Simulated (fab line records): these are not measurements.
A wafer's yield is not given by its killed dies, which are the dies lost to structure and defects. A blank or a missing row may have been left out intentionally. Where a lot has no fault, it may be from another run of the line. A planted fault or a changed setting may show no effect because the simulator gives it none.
fab line records	flow n5-finfet
[record] lots = 6	wafers = 17	last-day = 17
route steps=1938 shown BEOL_M6@1212
lots untouched by any fault: they come from a run of this same line in which no faults occurred
start-h: the number of hours between the record's first day and the start of the first shown wafer of the lot	wait-h: how many hours have passed since the lot's step before this one	" the same as in the row above	L1.1+2: a row that stands for several wafers	- either no value or no given start	* or withheld: withheld	< > ~ a bound
route shown NAME@n: NAME is a module with steps in the file, n the number in the route of the first one	usual: the fault-free wafers' mean and standard deviation	same: alike in all rows	chamber/n: place in a boat	sites: readings site by site	_std_site: their standard deviation	_edge_site: the outer-site mean with the inner-site mean subtracted	radius-mm: for every site, how far away it sits from the centre of the wafer	mask NAME#n: copy n	behind: the last tool/chamber to shape the wafer	hold: what put the lot on hold/how long, in hours/how the hold closed	device: the transistor (n, p or np) that didn't switch	end of line: tests of these same wafers at the route's end	a step with no rows: only its recipe	killed: dies that structure and defects cost at the first sort, which is not the same as the wafer's yield	map: dies across one wafer; x = killed, . = not, _ = none there
set.NAME: the setting as run; set.NAME@STEP: as run at that earlier step	model.NAME: the simulator's own value behind a step, which no gauge read
certain route steps with their lots: each step a table, each wafer a row
services: a tool's chamber out of use, with start hour (start-h, from the record's first day; less than 0 if before it), hours out, and reason
[[steps]]
[step N5_BEOL_M6_ETCH_62]
[recipe] chemistry = N2/H2	target = SOC	target-depth-a = 1100	overetch-a = 220	mask-material = SiARC	temp-c = 40	time-s = 165	ion-energy-ev = 200	pressure-mtorr = 30	source-w = 840	bias-w = 150	n2-flow-sccm = 200	h2-flow-sccm = 200
[usual] drypump-motor-current-A = 5.8/0.39	oes-product-au = 0.70/0.035	rf-vpp-V = 525.5/2.4	showerhead-plenum-p-Torr = 2.60/0.087	throttle-valve-pct = 17.76/0.28
lot.wafer	tool	chamber	start-h	wait-h	drypump-motor-current-A	oes-product-au	rf-hours-counter-h	rf-vpp-V	showerhead-plenum-p-Torr	throttle-valve-pct
L424.2	rie-diel-03	0	191.43	0.0	6.1	0.69	100	524.7	2.56	18.21
L424.5	"	0	"	"	6.1	0.70	-	525.2	2.56	18.20
L427.2	rie-diel-06	2	217.75	0.0	5.1	0.71	46	525.5	2.59	17.52
L427.3	"	1	"	"	6.1	0.66	117	521.4	2.43	17.67
L427.4	"	3	"	"	5.8	0.68	86	527.5	2.67	17.56
L432.1	rie-diel-06	2	255.81	0.0	5.1	0.70	57	525.2	2.59	17.53
L432.3	"	0	"	"	6.2	0.68	82	528.6	2.69	17.51
L432.6	"	2	"	"	5.1	0.70	-	525.4	2.59	17.55
L437.1	rie-diel-02	0	293.07	0.0	6.4	0.72	70	523.1	2.47	18.11
L437.2	"	1	"	"	5.7	0.75	26	524.4	2.58	17.44
L437.6	"	3	"	"	4.9	0.66	-	523.1	2.56	17.59
L444.1	rie-diel-03	2	321.70	0.0	5.5	0.70	86	527.3	2.69	18.19
L444.2	"	1	"	"	5.6	0.71	66	526.9	2.67	17.54
L444.4	"	0	"	"	6.2	0.66	148	523.1	2.54	18.29
L445.2	rie-diel-02	2	325.77	0.0	5.6	0.76	28	523.1	2.47	17.55
L445.5	"	0	"	"	6.4	0.71	-	521.2	2.47	18.13
L445.6	"	1	"	"	5.7	0.74	-	524.3	2.58	17.46
[step N5_BEOL_M6_STRIP_68]
[recipe] chemistry = N2/H2	temp-c = 40	n2-flow-sccm = 200	h2-flow-sccm = 200	rf-frequency-hz = 6e+07
[step N5_BEOL_M6_STRIP_67]
[recipe] chemistry = CF4	resist = SiARC	power-w = 300	bias-power-w = 75	pressure-mtorr = 50	cf4-flow-sccm = 150	rf-frequency-hz = 6e+07
[usual] drypump-motor-current-A = 5.7/0.39	oes-product-au = 0.82/0.042	power-w = 300.1/0.86	rf-vpp-V = 271.9/1.4	showerhead-plenum-p-Torr = 1.82/0.055	throttle-valve-pct = 13.44/0.25
lot.wafer	tool	chamber	start-h	wait-h	drypump-motor-current-A	oes-product-au	power-w	rf-hours-counter-h	rf-vpp-V	showerhead-plenum-p-Torr	throttle-valve-pct
L424.2	rie-diel-03	0	191.58	0.0	6.1	0.82	300.3	100	272.2	1.79	13.77
L424.5	"	0	"	"	6.1	0.82	299.2	-	271.9	1.79	13.75
L427.2	rie-diel-06	2	217.90	0.0	5.1	0.84	299.8	46	271.2	1.80	13.06
L427.3	"	1	"	"	6.1	0.78	299.3	117	269.6	1.73	13.57
L427.4	"	3	"	"	5.8	0.81	299.6	87	274.2	1.88	13.38
L432.1	rie-diel-06	2	255.96	0.0	5.1	0.82	300.2	57	270.9	1.80	13.08
L432.3	"	0	"	"	6.1	0.81	300.1	82	274.2	1.87	13.11
L432.6	"	2	"	"	5.1	0.82	300.1	-	272.0	1.80	13.10
L437.1	rie-diel-02	0	293.22	0.0	6.4	0.85	299.5	70	271.3	1.77	13.80
L437.2	"	1	"	"	5.7	0.89	299.2	26	272.4	1.82	13.18
L437.6	"	3	"	"	4.9	0.77	299.4	-	271.5	1.80	13.32
L444.1	rie-diel-03	2	321.84	0.0	5.5	0.82	299.1	86	270.7	1.88	13.74
L444.2	"	1	"	"	5.6	0.83	300.0	66	273.6	1.90	13.53
L444.4	"	0	"	"	6.2	0.77	298.9	148	270.4	1.78	13.87
L445.2	rie-diel-02	2	325.91	0.0	5.6	0.89	298.9	28	271.0	1.74	13.20
L445.5	"	0	"	"	6.4	0.84	298.9	-	270.3	1.76	13.82
L445.6	"	1	"	"	5.7	0.87	298.9	-	272.5	1.82	13.21
[step N5_BEOL_M6_HM_OPEN_17]
[recipe] chemistry = Cl2/BCl3	target-depth-a = 200	overetch-a = 60	target = TiN	mask-material = SOC	ion-energy-ev = 150	pressure-mtorr = 10	icp-w = 1000	bias-w = 126	Cl2_flow_sccm = 53.25	bcl3-flow-sccm = 21.75	Ar_flow_sccm = 25
[usual] drypump-motor-current-A = 5.63/0.28	oes-product-au = 0.64/0.082	throttle-valve-pct = 22.21/0.16
lot.wafer	tool	chamber	start-h	wait-h	drypump-motor-current-A	oes-product-au	rf-hours-counter-h	throttle-valve-pct
L424.2	rie-metal-01	0	191.62	0.0	6.03	0.59	72	22.21
L424.5	"	0	"	"	6.01	0.60	-	22.20
L427.2	rie-metal-03	0	217.94	0.0	5.73	0.64	58	22.14
L427.3	"	1	"	"	5.14	0.65	-	22.16
L427.4	"	0	"	"	5.72	0.65	-	22.12
L432.1	rie-metal-03	0	256.00	0.0	5.75	0.63	62	22.15
L432.3	"	1	"	"	5.12	0.64	-	22.17
L432.6	"	1	"	"	5.11	0.65	-	22.16
L437.1	rie-metal-03	0	293.26	0.0	5.75	0.62	65	22.13
L437.2	"	1	"	"	5.11	0.63	47	22.19
L437.6	"	0	"	"	5.73	0.61	-	22.16
L444.1	rie-metal-03	1	321.88	0.0	5.12	0.63	50	22.20
L444.2	"	0	"	"	5.75	0.62	69	22.15
L444.4	"	1	"	"	5.13	0.62	-	22.21
L445.2	rie-metal-02	1	325.96	0.0	5.52	0.84	0	21.77
L445.5	"	0	"	"	5.57	0.64	-	22.20
L445.6	"	1	"	"	5.50	0.84	-	21.73
[step N5_BEOL_M6_STRIP_19]
[recipe] chemistry = O2	power-w = 400	temp-c = 40	pressure-mtorr = 30	rf-frequency-hz = 6e+07	bias-power-w = 0	overash-fraction = 0.2	o2-flow-sccm = 225
[usual] drypump-motor-current-A = 5.7/0.46	oes-product-au = 0.83/0.064	rf-vpp-V = 3.7/0.59	showerhead-plenum-p-Torr = 2.13/0.07	throttle-valve-pct = 16.56/0.23
lot.wafer	tool	chamber	start-h	wait-h	drypump-motor-current-A	oes-product-au	rf-hours-counter-h	rf-vpp-V	showerhead-plenum-p-Torr	throttle-valve-pct
L424.2	rie-diel-02	0	191.90	0.2	6.4	0.94	30	3.4	2.04	16.73
L424.5	"	2	"	"	5.6	0.68	-	2.8	2.07	16.89
L427.2	rie-diel-03	3	218.30	0.3	5.6	0.83	67	3.7	2.13	16.51
L427.3	"	2	"	"	5.5	0.88	50	4.0	2.22	16.79
L427.4	"	1	"	"	5.7	0.91	27	4.4	2.26	16.61
L432.1	rie-diel-02	1	256.16	0.1	5.7	0.94	12	3.9	2.13	16.18
L432.3	"	0	"	"	6.4	0.89	58	4.0	2.03	16.80
L432.6	"	0	"	"	6.4	0.89	-	4.4	2.03	16.78
L437.1	rie-diel-06	1	293.37	0.1	6.1	0.74	141	3.5	2.03	16.81
L437.2	"	0	"	"	6.1	0.81	95	4.3	2.22	16.38
L437.6	"	3	"	"	5.8	0.80	-	4.2	2.18	16.42
L444.1	rie-diel-06	3	321.99	0.1	5.8	0.78	122	3.1	2.18	16.43
L444.2	"	1	"	"	6.1	0.73	150	4.8	2.03	16.82
L444.4	"	0	"	"	6.2	0.79	105	2.6	2.22	16.40
L445.2	rie-diel-02	1	326.07	0.1	5.7	0.88	37	3.7	2.12	16.24
L445.5	"	3	"	"	4.9	0.76	-	2.9	2.11	16.48
L445.6	"	2	"	"	5.6	0.91	-	3.1	2.05	16.43
[step N5_BEOL_M6_CD_MEAS_18]
[recipe] pitch-nm = 80	target-cd-nm = 40
[usual] cd-nm = 40.3/0.59
lot.wafer	tool	chamber	start-h	wait-h	cd-nm
L424.2	cd-sem-01	-	191.97	0.1	40.1
L424.5	"	-	"	"	39.0
L427.2	cd-sem-03	-	218.37	0.1	39.8
L427.3	"	-	"	"	39.3
L427.4	"	-	"	"	40.0
L432.1	cd-sem-01	-	256.23	0.0	40.9
L432.3	"	-	"	"	39.9
L432.6	"	-	"	"	40.6
L437.1	cd-sem-01	-	293.44	0.0	41.1
L437.2	"	-	"	"	40.9
L437.6	"	-	"	"	40.2
L444.1	cd-sem-02	-	322.06	0.0	40.1
L444.2	"	-	"	"	40.8
L444.4	"	-	"	"	40.8
L445.2	cd-sem-02	-	326.14	0.1	41.0
L445.5	"	-	"	"	41.2
L445.6	"	-	"	"	40.1
[step N5_BEOL_M6_COAT_63]
[recipe] resist = SOC	temp-c = 250	time-s = 60	spin-rpm = 1500	resist-thk-nm = 60
[step N5_BEOL_M6_COAT_64]
[recipe] resist = SiARC	temp-c = 220	time-s = 60	spin-rpm = 1500	resist-thk-nm = 12
[step N5_BEOL_M6_COAT_71]
[recipe] resist = underlayer	temp-c = 205	time-s = 60	spin-rpm = 1500	resist-thk-nm = 5
[step N5_BEOL_M6_COAT_22]
[recipe] resist = CAR-EUV	spin-rpm = 1500	resist-thk-nm = 30
[step N5_BEOL_M6_EBR_24]
[recipe] solvent = PGMEA	ebr-width-mm = 1.5
[step N5_BEOL_M6_SOFTBAKE_23]
[recipe] temp-c = 110	time-s = 60	resist = CAR-EUV
[step N5_BEOL_M6_EXPOSE_25]
[recipe] mask-id = V5	na = 0.33	source-shape = annular	sigma-inner = 0.4	sigma-outer = 0.8	polarization = unpolarized	target-cd-nm = 40	dose-mj = 45
lot.wafer	tool	chamber	start-h	wait-h	mask	model.BEOL_M6.overlay-x-nm
L424.2+5	euv-scanner-02	0	192.46	-	V5#0	0.2
L427.2+3+4	euv-scanner-02	0	220.99	-	V5#0	-0.6
L432.1+3+6	euv-scanner-02	0	257.96	-	V5#0	6.8
L437.1+2+6	euv-scanner-02	0	295.36	-	V5#0	6
L444.1+2+4	euv-scanner-01	0	322.38	-	V5#0	-1
L445.2+5+6	euv-scanner-01	0	326.39	-	V5#0	0.2
[step N5_BEOL_M6_PEB_26]
[recipe] peb-temp-c = 100	peb-time-s = 60	resist = CAR-EUV
[step N5_BEOL_M6_DEVELOP_27]
[recipe] develop-time-s = 30	developer = TMAH	resist = CAR-EUV	rinse-liquid = surfactant-rinse	dry = air-spin	dev-temp-c = 23
[step N5_BEOL_M6_CD_MEAS_28]
[recipe] target-cd-nm = 40	landing-energy-ev = 500	detector = se-inlens
[usual] cd-nm = 40.02/0.23
lot.wafer	tool	chamber	start-h	wait-h	cd-nm
L424.2	cd-sem-02	0	192.59	-	40.10
L424.5	"	0	"	"	39.79
L427.2	cd-sem-03	0	221.11	-	40.34
L427.3	"	0	"	"	40.06
L427.4	"	0	"	"	40.28
L432.1	cd-sem-01	0	258.09	-	39.84
L432.3	"	0	"	"	39.72
L432.6	"	0	"	"	39.46
L437.1	cd-sem-01	0	295.49	-	40.14
L437.2	"	0	"	"	40.12
L437.6	"	0	"	"	40.15
L444.1	cd-sem-01	0	322.51	-	39.67
L444.2	"	0	"	"	40.25
L444.4	"	0	"	"	40.09
L445.2	cd-sem-01	0	326.52	-	40.55
L445.5	"	0	"	"	40.22
L445.6	"	0	"	"	39.65
[step N5_BEOL_M6_OVL_MEAS_29]
[recipe] points-per-wafer = 522
[usual] V5_OVL = -0.5/0.69
lot.wafer	tool	chamber	start-h	wait-h	V5_OVL[nm]
L424.2	overlay-02	0	192.62	0.0	-0.7
L424.5	"	0	"	"	-1.6
L427.2	overlay-01	0	221.15	0.0	-0.7
L427.3	"	0	"	"	-0.9
L427.4	"	0	"	"	-1.3
L432.1	overlay-02	0	258.12	0.0	6.4
L432.3	"	0	"	"	7.0
L432.6	"	0	"	"	5.5
L437.1	overlay-01	0	295.52	0.0	6.5
L437.2	"	0	"	"	5.5
L437.6	"	0	"	"	5.1
L444.1	overlay-01	0	322.54	0.0	-1.7
L444.2	"	0	"	"	-1.5
L444.4	"	0	"	"	-1.4
L445.2	overlay-01	0	326.55	0.0	-0.3
L445.5	"	0	"	"	0.0
L445.6	"	0	"	"	0.0
[step N5_BEOL_M6_INSPECT_30]
[recipe] mode = adi	inspect-instrument = brightfield
[usual] raw-defect-count = 391/94
lot.wafer	tool	chamber	start-h	wait-h	raw-defect-count
L424.2	defect-inspect-02	-	192.68	0.0	466
L424.5	"	-	"	"	292
L427.2	defect-inspect-01	-	221.20	0.0	398
L427.3	"	-	"	"	422
L427.4	"	-	"	"	369
L432.1	defect-inspect-01	-	258.18	0.1	344
L432.3	"	-	"	"	347
L432.6	"	-	"	"	370
L437.1	defect-inspect-02	-	295.58	0.1	343
L437.2	"	-	"	"	284
L437.6	"	-	"	"	388
L444.1	defect-inspect-01	-	322.60	0.1	293
L444.2	"	-	"	"	388
L444.4	"	-	"	"	485
L445.2	defect-inspect-01	-	326.60	0.0	340
L445.5	"	-	"	"	293
L445.6	"	-	"	"	299
[[services]]
tool	chamber	start-h	hours	kind
rie-diel-02	2	177.14	9.3	repair
rie-diel-02	1	178.63	14.1	repair
euv-scanner-02	-	181.79	1.0	pm
rie-metal-01	1	186.18	2.5	repair
rie-diel-03	1	186.86	6.5	repair
euv-scanner-01	-	196.86	1.0	pm
rie-diel-03	1	202.38	5.7	repair
rie-diel-03	-	207.12	0.4	repair
euv-scanner-01	-	207.38	1.3	repair
rie-diel-02	2	220.79	6.6	repair
rie-diel-02	3	222.10	1.4	repair
euv-scanner-01	-	231.55	18.0	repair
euv-scanner-02	-	239.55	0.3	repair
rie-metal-03	-	239.70	0.5	repair
rie-diel-03	2	246.73	2.6	repair
euv-scanner-02	-	249.51	1.0	pm
euv-scanner-01	-	253.01	1.0	pm
euv-scanner-01	-	254.02	4.6	pm
euv-scanner-02	-	259.53	1.8	repair
euv-scanner-01	-	290.26	5.8	pm
euv-scanner-02	-	296.07	1.0	pm
rie-diel-06	-	307.32	2.8	pm
euv-scanner-01	-	309.16	1.0	pm
euv-scanner-02	-	324.62	0.3	repair
[[key]]
[first-sign] step = N5_BEOL_M6_OVL_MEAS_29	reading = V5_OVL	direction = up	sigmas = 9.4	usual = -0.5	struck = 6.0
effect none on later readings
[model-effect] step = N5_BEOL_M6_EXPOSE_25	value = BEOL_M6.overlay-x-nm	without = 0.1	struck = 6.4
met-at N5_BEOL_M6_EXPOSE_25
struck-wafers L432.1,L432.3,L432.6,L437.1,L437.2,L437.6
[fault] kind = scanner-matching-overlay	tool = euv-scanner-02	chamber = -	onset-h = 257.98	steps = N5_BEOL_M6_EXPOSE_25	offset = 6.3766
